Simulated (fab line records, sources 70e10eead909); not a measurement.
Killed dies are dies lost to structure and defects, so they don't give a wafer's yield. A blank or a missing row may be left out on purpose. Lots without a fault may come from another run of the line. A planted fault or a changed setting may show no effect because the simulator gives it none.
Chamber matching | flow nand_harc | NHARC_A_STAIRCASE_DEP_259 on pecvd-03: 3 sister chambers
The step deposits SiON, target thk 30 nm. 3 wafers are shown with their chamber, then 10 later ones without.

WAFERS WITH THEIR CHAMBER
wafer  | chamber | heater_power_w (W)
L092.4 | 1       | 868
L090.1 | 0       | 584
L090.2 | 2       | 894

WAFERS WITHOUT THEIR CHAMBER
wafer  | heater_power_w (W)
L090.5 | 560
L094.1 | 652
L094.2 | 853
L094.3 | 896
L093.3 | 632
L093.4 | 751
L093.6 | 632
L096.1 | 913
L096.2 | 622
L096.4 | 943

WHICH CHAMBER EACH WENT THROUGH
wafer  | from the rows above          | in truth
L090.5 | 0                            | 0
L094.1 | 0                            | 0
L094.2 | can't be placed: 1 or 2      | 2
L094.3 | can't be placed: 2 or 1      | 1
L093.3 | 0                            | 0
L093.4 | can't be placed: 1 or 2 or 0 | 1
L093.6 | 0                            | 0
L096.1 | can't be placed: 2 or 1      | 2
L096.2 | 0                            | 0
L096.4 | can't be placed: 2 or 1      | 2
Placed correctly: 5 of 10. Can't be placed from these rows: 5 (the true chamber is among the candidates in 5). Placed wrongly: 0.
How it was worked out, from the rows above alone: a wafer's distance from a chamber is the root of the sum, over the readings, of the square of ((its reading less the chamber's mean) divided by the reading's scatter). The wafer belongs to the nearest chamber; if the next one is less than 2 further off, it can't be placed. A chamber's mean is the mean of its shown wafers. The scatter: with one shown wafer a chamber, the root of the mean of the squares of how far each hidden wafer lies from its nearest shown one.
